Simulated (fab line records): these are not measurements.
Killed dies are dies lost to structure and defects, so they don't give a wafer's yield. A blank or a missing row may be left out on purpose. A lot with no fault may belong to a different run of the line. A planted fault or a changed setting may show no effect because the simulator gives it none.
Which of the tools did it? || flow n5 finfet || 24 lots, 72 wafers sampled, at 5 steps of a route of 1938

## WHAT EACH GAUGE READ, for each wafer
N5_BEOL_M13_OCD_MEAS_35. Usual: 411 nm for trench depth nm, sd 9.
{"lot": "L076", "measured": "day 15 06:13", "on": "ocd-01", "trench depth nm (nm)": "423 417 414", "flag": ""}
{"lot": "L074", "measured": "day 15 11:50", "on": "ocd-02", "trench depth nm (nm)": "404 405 408", "flag": ""}
{"lot": "L075", "measured": "day 15 12:44", "on": "ocd-01", "trench depth nm (nm)": "399 418 411", "flag": ""}
{"lot": "L077", "measured": "day 15 18:37", "on": "ocd-01", "trench depth nm (nm)": "401 429 406", "flag": ""}
{"lot": "L078", "measured": "day 15 22:13", "on": "ocd-02", "trench depth nm (nm)": "402 414 414", "flag": ""}
{"lot": "L079", "measured": "day 16 06:24", "on": "ocd-01", "trench depth nm (nm)": "407 413 410", "flag": ""}
{"lot": "L081", "measured": "day 16 12:40", "on": "ocd-01", "trench depth nm (nm)": "398 426 427", "flag": ""}
{"lot": "L083", "measured": "day 16 15:46", "on": "ocd-01", "trench depth nm (nm)": "397 426 407", "flag": ""}
{"lot": "L080", "measured": "day 16 23:34", "on": "ocd-01", "trench depth nm (nm)": "419 428 430", "flag": ""}
{"lot": "L082", "measured": "day 17 01:14", "on": "ocd-01", "trench depth nm (nm)": "411 414 412", "flag": ""}
{"lot": "L085", "measured": "day 17 02:11", "on": "ocd-01", "trench depth nm (nm)": "403 401 402", "flag": ""}
{"lot": "L084", "measured": "day 17 11:32", "on": "ocd-01", "trench depth nm (nm)": "418 403 417", "flag": ""}
{"lot": "L086", "measured": "day 17 13:25", "on": "ocd-01", "trench depth nm (nm)": "412 412 401", "flag": ""}
{"lot": "L089", "measured": "day 18 09:15", "on": "ocd-01", "trench depth nm (nm)": "403 425 410", "flag": ""}
{"lot": "L091", "measured": "day 18 10:19", "on": "ocd-01", "trench depth nm (nm)": "424 402 400", "flag": ""}
{"lot": "L087", "measured": "day 18 16:08", "on": "ocd-01", "trench depth nm (nm)": "405 416 402", "flag": ""}
{"lot": "L090", "measured": "day 18 19:43", "on": "ocd-01", "trench depth nm (nm)": "420 394 415", "flag": ""}
{"lot": "L088", "measured": "day 18 20:16", "on": "ocd-02", "trench depth nm (nm)": "398 400 418", "flag": ""}
{"lot": "L092", "measured": "day 18 20:58", "on": "ocd-01", "trench depth nm (nm)": "406 413 406", "flag": ""}
{"lot": "L093", "measured": "day 19 12:05", "on": "ocd-01", "trench depth nm (nm)": "427 417 408", "flag": ""}
{"lot": "L094", "measured": "day 19 20:34", "on": "ocd-01", "trench depth nm (nm)": "401 415 412", "flag": ""}
{"lot": "L095", "measured": "day 20 06:01", "on": "ocd-01", "trench depth nm (nm)": "405 428 427", "flag": ""}
{"lot": "L096", "measured": "day 20 07:42", "on": "ocd-01", "trench depth nm (nm)": "407 414 406", "flag": ""}
{"lot": "L097", "measured": "day 20 20:17", "on": "ocd-01", "trench depth nm (nm)": "403 418 409", "flag": ""}

N5_BEOL_M13_INSPECT_55: inspects for defects (darkfield). Usual: 68 for raw defect count, sd 19.
{"lot": "L076", "measured": "day 15 09:52", "on": "defect inspect-02", "raw defect count": "105 112 67", "flag": ""}
{"lot": "L074", "measured": "day 15 14:13", "on": "defect inspect-01", "raw defect count": "75 69 53", "flag": ""}
{"lot": "L075", "measured": "day 15 15:51", "on": "defect inspect-01", "raw defect count": "81 68 56", "flag": ""}
{"lot": "L077", "measured": "day 16 00:59", "on": "defect inspect-02", "raw defect count": "42 47 60", "flag": ""}
{"lot": "L078", "measured": "day 16 01:46", "on": "defect inspect-02", "raw defect count": "96 117 75", "flag": ""}
{"lot": "L079", "measured": "day 16 14:48", "on": "defect inspect-01", "raw defect count": "84 53 89", "flag": ""}
{"lot": "L081", "measured": "day 16 15:29", "on": "defect inspect-02", "raw defect count": "83 84 59", "flag": ""}
{"lot": "L083", "measured": "day 16 20:17", "on": "defect inspect-02", "raw defect count": "82 74 50", "flag": ""}
{"lot": "L080", "measured": "day 17 02:48", "on": "defect inspect-01", "raw defect count": "82 81 101", "flag": ""}
{"lot": "L082", "measured": "day 17 03:05", "on": "defect inspect-01", "raw defect count": "55 49 107", "flag": ""}
{"lot": "L085", "measured": "day 17 05:46", "on": "defect inspect-02", "raw defect count": "45 73 56", "flag": ""}
{"lot": "L084", "measured": "day 17 16:50", "on": "defect inspect-01", "raw defect count": "69 72 85", "flag": ""}
{"lot": "L086", "measured": "day 17 18:34", "on": "defect inspect-01", "raw defect count": "72 98 60", "flag": ""}
{"lot": "L089", "measured": "day 18 12:18", "on": "defect inspect-01", "raw defect count": "33 60 47", "flag": ""}
{"lot": "L091", "measured": "day 18 13:20", "on": "defect inspect-02", "raw defect count": "59 107 88", "flag": ""}
{"lot": "L087", "measured": "day 18 18:26", "on": "defect inspect-02", "raw defect count": "56 67 40", "flag": ""}
{"lot": "L090", "measured": "day 18 21:48", "on": "defect inspect-01", "raw defect count": "43 81 45", "flag": ""}
{"lot": "L088", "measured": "day 18 23:04", "on": "defect inspect-02", "raw defect count": "60 82 57", "flag": ""}
{"lot": "L092", "measured": "day 18 23:37", "on": "defect inspect-02", "raw defect count": "59 33 45", "flag": ""}
{"lot": "L093", "measured": "day 19 16:10", "on": "defect inspect-02", "raw defect count": "109 60 27", "flag": ""}
{"lot": "L094", "measured": "day 20 00:38", "on": "defect inspect-01", "raw defect count": "62 63 66", "flag": ""}
{"lot": "L095", "measured": "day 20 08:52", "on": "defect inspect-02", "raw defect count": "72 72 60", "flag": ""}
{"lot": "L096", "measured": "day 20 12:09", "on": "defect inspect-01", "raw defect count": "50 52 83", "flag": ""}
{"lot": "L097", "measured": "day 21 01:56", "on": "defect inspect-01", "raw defect count": "79 38 66", "flag": ""}

N5_BEOL_M14_INSPECT_12: inspects for defects (macro). Usual: 2.1 for raw defect count, sd 1.5.
{"lot": "L076", "measured": "day 15 10:26", "on": "defect inspect-01", "raw defect count": "1 2 3", "flag": ""}
{"lot": "L074", "measured": "day 15 14:49", "on": "defect inspect-02", "raw defect count": "3 1 1", "flag": ""}
{"lot": "L075", "measured": "day 15 16:34", "on": "defect inspect-02", "raw defect count": "3 2 2", "flag": ""}
{"lot": "L077", "measured": "day 16 01:42", "on": "defect inspect-01", "raw defect count": "4 0 3", "flag": ""}
{"lot": "L078", "measured": "day 16 02:28", "on": "defect inspect-02", "raw defect count": "1 4 3", "flag": ""}
{"lot": "L079", "measured": "day 16 15:36", "on": "defect inspect-02", "raw defect count": "3 3 2", "flag": ""}
{"lot": "L081", "measured": "day 16 16:13", "on": "defect inspect-01", "raw defect count": "1 1 1", "flag": ""}
{"lot": "L083", "measured": "day 16 20:53", "on": "defect inspect-02", "raw defect count": "4 1 3", "flag": ""}
{"lot": "L080", "measured": "day 17 03:31", "on": "defect inspect-02", "raw defect count": "4 4 2", "flag": ""}
{"lot": "L082", "measured": "day 17 03:47", "on": "defect inspect-02", "raw defect count": "2 1 1", "flag": ""}
{"lot": "L085", "measured": "day 17 06:28", "on": "defect inspect-01", "raw defect count": "3 1 5", "flag": ""}
{"lot": "L084", "measured": "day 17 17:37", "on": "defect inspect-02", "raw defect count": "1 1 4", "flag": ""}
{"lot": "L086", "measured": "day 17 19:09", "on": "defect inspect-01", "raw defect count": "1 4 1", "flag": ""}
{"lot": "L089", "measured": "day 18 13:01", "on": "defect inspect-01", "raw defect count": "3 1 3", "flag": ""}
{"lot": "L091", "measured": "day 18 14:07", "on": "defect inspect-01", "raw defect count": "1 5 1", "flag": ""}
{"lot": "L087", "measured": "day 18 19:10", "on": "defect inspect-01", "raw defect count": "4 3 2", "flag": ""}
{"lot": "L090", "measured": "day 18 22:23", "on": "defect inspect-01", "raw defect count": "2 3 3", "flag": ""}
{"lot": "L088", "measured": "day 18 23:39", "on": "defect inspect-01", "raw defect count": "2 1 1", "flag": ""}
{"lot": "L092", "measured": "day 19 00:13", "on": "defect inspect-01", "raw defect count": "2 5 1", "flag": ""}
{"lot": "L093", "measured": "day 19 16:45", "on": "defect inspect-02", "raw defect count": "4 1 3", "flag": ""}
{"lot": "L094", "measured": "day 20 01:14", "on": "defect inspect-02", "raw defect count": "0 2 2", "flag": ""}
{"lot": "L095", "measured": "day 20 09:28", "on": "defect inspect-01", "raw defect count": "1 0 3", "flag": ""}
{"lot": "L096", "measured": "day 20 12:44", "on": "defect inspect-02", "raw defect count": "4 1 0", "flag": ""}
{"lot": "L097", "measured": "day 21 02:39", "on": "defect inspect-02", "raw defect count": "2 3 3", "flag": ""}

## WHICH TOOL RAN EACH LOT (tool, then ch and the chambers of the sampled wafers, then the start)
{"lot": "L076", "N5_BEOL_M13_SPUTTER_44": "pvd sputter-01, day 15 08:40", "N5_BEOL_M13_DEP_53": "pecvd-03 ch 0,1,2, day 15 09:46"}
{"lot": "L074", "N5_BEOL_M13_SPUTTER_44": "pvd sputter-01, day 15 13:07", "N5_BEOL_M13_DEP_53": "pecvd-03 ch 0,1, day 15 14:08"}
{"lot": "L075", "N5_BEOL_M13_SPUTTER_44": "pvd sputter-03, day 15 14:20", "N5_BEOL_M13_DEP_53": "pecvd-04 ch 0,1,2, day 15 15:46"}
{"lot": "L077", "N5_BEOL_M13_SPUTTER_44": "pvd sputter-02, day 15 23:41", "N5_BEOL_M13_DEP_53": "pecvd-04 ch 0,1, day 16 00:53"}
{"lot": "L078", "N5_BEOL_M13_SPUTTER_44": "pvd sputter-02, day 16 00:21", "N5_BEOL_M13_DEP_53": "pecvd-02 ch 0,1, day 16 01:39"}
{"lot": "L079", "N5_BEOL_M13_SPUTTER_44": "pvd sputter-01, day 16 13:42", "N5_BEOL_M13_DEP_53": "pecvd-02 ch 0,1,2, day 16 14:43"}
{"lot": "L081", "N5_BEOL_M13_SPUTTER_44": "pvd sputter-01, day 16 14:22", "N5_BEOL_M13_DEP_53": "pecvd-04 ch 0,1, day 16 15:23"}
{"lot": "L083", "N5_BEOL_M13_SPUTTER_44": "pvd sputter-01, day 16 19:10", "N5_BEOL_M13_DEP_53": "pecvd-02 ch 0,1, day 16 20:11"}
{"lot": "L080", "N5_BEOL_M13_SPUTTER_44": "pvd sputter-01, day 17 01:42", "N5_BEOL_M13_DEP_53": "pecvd-02 ch 0,1, day 17 02:43"}
{"lot": "L082", "N5_BEOL_M13_SPUTTER_44": "pvd sputter-03, day 17 01:53", "N5_BEOL_M13_DEP_53": "pecvd-02 ch 0,1, day 17 02:59"}
{"lot": "L085", "N5_BEOL_M13_SPUTTER_44": "pvd sputter-03, day 17 04:39", "N5_BEOL_M13_DEP_53": "pecvd-03 ch 0,1,2, day 17 05:40"}
{"lot": "L084", "N5_BEOL_M13_SPUTTER_44": "pvd sputter-01, day 17 15:13", "N5_BEOL_M13_DEP_53": "pecvd-03 ch 1,2, day 17 16:44"}
{"lot": "L086", "N5_BEOL_M13_SPUTTER_44": "pvd sputter-02, day 17 17:27", "N5_BEOL_M13_DEP_53": "pecvd-03 ch 0,1, day 17 18:28"}
{"lot": "L089", "N5_BEOL_M13_SPUTTER_44": "pvd sputter-02, day 18 11:11", "N5_BEOL_M13_DEP_53": "pecvd-04 ch 0,1, day 18 12:13"}
{"lot": "L091", "N5_BEOL_M13_SPUTTER_44": "pvd sputter-03, day 18 12:13", "N5_BEOL_M13_DEP_53": "pecvd-04 ch 0,1, day 18 13:14"}
{"lot": "L087", "N5_BEOL_M13_SPUTTER_44": "pvd sputter-02, day 18 17:15", "N5_BEOL_M13_DEP_53": "pecvd-04 ch 0,2, day 18 18:20"}
{"lot": "L090", "N5_BEOL_M13_SPUTTER_44": "pvd sputter-02, day 18 20:41", "N5_BEOL_M13_DEP_53": "pecvd-03 ch 0,2, day 18 21:43"}
{"lot": "L088", "N5_BEOL_M13_SPUTTER_44": "pvd sputter-02, day 18 21:11", "N5_BEOL_M13_DEP_53": "pecvd-04 ch 0,1, day 18 22:58"}
{"lot": "L092", "N5_BEOL_M13_SPUTTER_44": "pvd sputter-02, day 18 21:41", "N5_BEOL_M13_DEP_53": "pecvd-02 ch 0,2, day 18 23:32"}
{"lot": "L093", "N5_BEOL_M13_SPUTTER_44": "pvd sputter-01, day 19 15:01", "N5_BEOL_M13_DEP_53": "pecvd-02 ch 0,1,2, day 19 16:04"}
{"lot": "L094", "N5_BEOL_M13_SPUTTER_44": "pvd sputter-03, day 19 23:17", "N5_BEOL_M13_DEP_53": "pecvd-02 ch 0,2, day 20 00:33"}
{"lot": "L095", "N5_BEOL_M13_SPUTTER_44": "pvd sputter-01, day 20 07:46", "N5_BEOL_M13_DEP_53": "pecvd-03 ch 0,2, day 20 08:47"}
{"lot": "L096", "N5_BEOL_M13_SPUTTER_44": "pvd sputter-01, day 20 10:28", "N5_BEOL_M13_DEP_53": "pecvd-03 ch 0,2, day 20 12:04"}
{"lot": "L097", "N5_BEOL_M13_SPUTTER_44": "pvd sputter-02, day 21 00:50", "N5_BEOL_M13_DEP_53": "pecvd-02 ch 0,2, day 21 01:51"}
- N5_BEOL_M13_SPUTTER_44: material Ta, target thk 10 nm, time 16.13 s.
- N5_BEOL_M13_DEP_53: deposits SiCN from 3MS/NH3, target thk 50 nm, time 17.8 s.

## AS READ BY THE TOOLS THEMSELVES (means over the sampled wafers that have a number; for cases with no such wafer, the mark the record gives instead)
N5_BEOL_M13_SPUTTER_44. Usual: substrate temp c 50.03 C, standard deviation 0.1; throttle valve pct 30.3 %, standard deviation 1.1.
{"lot": "L076", "tool": "pvd sputter-01", "substrate temp c (C)": 50.07, "throttle valve pct (%)": 31.1, "flag": ""}
{"lot": "L074", "tool": "pvd sputter-01", "substrate temp c (C)": 50.03, "throttle valve pct (%)": 30.5, "flag": ""}
{"lot": "L075", "tool": "pvd sputter-03", "substrate temp c (C)": 50.04, "throttle valve pct (%)": 30.3, "flag": ""}
{"lot": "L077", "tool": "pvd sputter-02", "substrate temp c (C)": 50.05, "throttle valve pct (%)": 30.6, "flag": ""}
{"lot": "L078", "tool": "pvd sputter-02", "substrate temp c (C)": 50.04, "throttle valve pct (%)": 30.2, "flag": ""}
{"lot": "L079", "tool": "pvd sputter-01", "substrate temp c (C)": 50.07, "throttle valve pct (%)": 30.7, "flag": ""}
{"lot": "L081", "tool": "pvd sputter-01", "substrate temp c (C)": 50.07, "throttle valve pct (%)": 30.1, "flag": ""}
{"lot": "L083", "tool": "pvd sputter-01", "substrate temp c (C)": 50.09, "throttle valve pct (%)": 31.1, "flag": ""}
{"lot": "L080", "tool": "pvd sputter-01", "substrate temp c (C)": 50.14, "throttle valve pct (%)": 29.7, "flag": ""}
{"lot": "L082", "tool": "pvd sputter-03", "substrate temp c (C)": 50.13, "throttle valve pct (%)": 30.1, "flag": ""}
{"lot": "L085", "tool": "pvd sputter-03", "substrate temp c (C)": 49.96, "throttle valve pct (%)": 30.8, "flag": ""}
{"lot": "L084", "tool": "pvd sputter-01", "substrate temp c (C)": 50.12, "throttle valve pct (%)": 29.7, "flag": ""}
{"lot": "L086", "tool": "pvd sputter-02", "substrate temp c (C)": 49.92, "throttle valve pct (%)": 30.4, "flag": ""}
{"lot": "L089", "tool": "pvd sputter-02", "substrate temp c (C)": 50.04, "throttle valve pct (%)": 30.7, "flag": ""}
{"lot": "L091", "tool": "pvd sputter-03", "substrate temp c (C)": 50.12, "throttle valve pct (%)": 31.4, "flag": ""}
{"lot": "L087", "tool": "pvd sputter-02", "substrate temp c (C)": 50.03, "throttle valve pct (%)": 30.1, "flag": ""}
{"lot": "L090", "tool": "pvd sputter-02", "substrate temp c (C)": 49.97, "throttle valve pct (%)": 29.8, "flag": ""}
{"lot": "L088", "tool": "pvd sputter-02", "substrate temp c (C)": 49.92, "throttle valve pct (%)": 30.6, "flag": ""}
{"lot": "L092", "tool": "pvd sputter-02", "substrate temp c (C)": 50.04, "throttle valve pct (%)": 30.6, "flag": ""}
{"lot": "L093", "tool": "pvd sputter-01", "substrate temp c (C)": 50.02, "throttle valve pct (%)": 29.7, "flag": ""}
{"lot": "L094", "tool": "pvd sputter-03", "substrate temp c (C)": 50.04, "throttle valve pct (%)": 30.1, "flag": ""}
{"lot": "L095", "tool": "pvd sputter-01", "substrate temp c (C)": 50.04, "throttle valve pct (%)": 30.1, "flag": ""}
{"lot": "L096", "tool": "pvd sputter-01", "substrate temp c (C)": 50.05, "throttle valve pct (%)": 30.6, "flag": ""}
{"lot": "L097", "tool": "pvd sputter-02", "substrate temp c (C)": 50.04, "throttle valve pct (%)": 30.6, "flag": ""}

N5_BEOL_M13_DEP_53. Usual: showerhead plenum p Torr 4.156 Torr, standard deviation 0.024; throttle valve pct 18.3 %, standard deviation 0.62.
{"lot": "L076", "tool": "pecvd-03", "showerhead plenum p Torr (Torr)": 4.161, "throttle valve pct (%)": 18.4, "flag": ""}
{"lot": "L074", "tool": "pecvd-03", "showerhead plenum p Torr (Torr)": 4.149, "throttle valve pct (%)": 18.8, "flag": ""}
{"lot": "L075", "tool": "pecvd-04", "showerhead plenum p Torr (Torr)": 4.141, "throttle valve pct (%)": 18.3, "flag": ""}
{"lot": "L077", "tool": "pecvd-04", "showerhead plenum p Torr (Torr)": 4.135, "throttle valve pct (%)": 18.8, "flag": ""}
{"lot": "L078", "tool": "pecvd-02", "showerhead plenum p Torr (Torr)": 4.149, "throttle valve pct (%)": 18.6, "flag": ""}
{"lot": "L079", "tool": "pecvd-02", "showerhead plenum p Torr (Torr)": 4.161, "throttle valve pct (%)": 18.4, "flag": ""}
{"lot": "L081", "tool": "pecvd-04", "showerhead plenum p Torr (Torr)": 4.138, "throttle valve pct (%)": 18.6, "flag": ""}
{"lot": "L083", "tool": "pecvd-02", "showerhead plenum p Torr (Torr)": 4.145, "throttle valve pct (%)": 18.7, "flag": ""}
{"lot": "L080", "tool": "pecvd-02", "showerhead plenum p Torr (Torr)": 4.146, "throttle valve pct (%)": 18.8, "flag": ""}
{"lot": "L082", "tool": "pecvd-02", "showerhead plenum p Torr (Torr)": 4.151, "throttle valve pct (%)": 18.7, "flag": ""}
{"lot": "L085", "tool": "pecvd-03", "showerhead plenum p Torr (Torr)": 4.171, "throttle valve pct (%)": 18.2, "flag": ""}
{"lot": "L084", "tool": "pecvd-03", "showerhead plenum p Torr (Torr)": 4.188, "throttle valve pct (%)": 18.0, "flag": ""}
{"lot": "L086", "tool": "pecvd-03", "showerhead plenum p Torr (Torr)": 4.152, "throttle valve pct (%)": 18.8, "flag": ""}
{"lot": "L089", "tool": "pecvd-04", "showerhead plenum p Torr (Torr)": 4.120, "throttle valve pct (%)": 18.8, "flag": ""}
{"lot": "L091", "tool": "pecvd-04", "showerhead plenum p Torr (Torr)": 4.133, "throttle valve pct (%)": 18.6, "flag": ""}
{"lot": "L087", "tool": "pecvd-04", "showerhead plenum p Torr (Torr)": 4.149, "throttle valve pct (%)": 17.7, "flag": ""}
{"lot": "L090", "tool": "pecvd-03", "showerhead plenum p Torr (Torr)": 4.175, "throttle valve pct (%)": 18.2, "flag": ""}
{"lot": "L088", "tool": "pecvd-04", "showerhead plenum p Torr (Torr)": 4.130, "throttle valve pct (%)": 18.9, "flag": ""}
{"lot": "L092", "tool": "pecvd-02", "showerhead plenum p Torr (Torr)": 4.162, "throttle valve pct (%)": 18.4, "flag": ""}
{"lot": "L093", "tool": "pecvd-02", "showerhead plenum p Torr (Torr)": 4.150, "throttle valve pct (%)": 18.1, "flag": ""}
{"lot": "L094", "tool": "pecvd-02", "showerhead plenum p Torr (Torr)": 4.161, "throttle valve pct (%)": 18.4, "flag": ""}
{"lot": "L095", "tool": "pecvd-03", "showerhead plenum p Torr (Torr)": 4.164, "throttle valve pct (%)": 18.3, "flag": ""}
{"lot": "L096", "tool": "pecvd-03", "showerhead plenum p Torr (Torr)": 4.183, "throttle valve pct (%)": 17.9, "flag": ""}
{"lot": "L097", "tool": "pecvd-02", "showerhead plenum p Torr (Torr)": 4.166, "throttle valve pct (%)": 18.5, "flag": ""}

## THE ANSWER, worked out from the rows above alone
Rule: lot off if the mean of its wafers having a number is beyond 3 standard deviations from the usual mean. Also off: a lot with no number at a reading for which 4 or more lots have one. Any other lot the step has rows for is counted as sound. The gauges are gone through in route order, then the tools' own readings, and for those a lot's mean is taken as printed above. At the first step where some lot is off, the reading lying furthest off is the one used; lots without a number count as furthest.
None of the lots is off at any reading shown; this tells nothing.

## WHAT THE SIMULATOR HAD INSERTED
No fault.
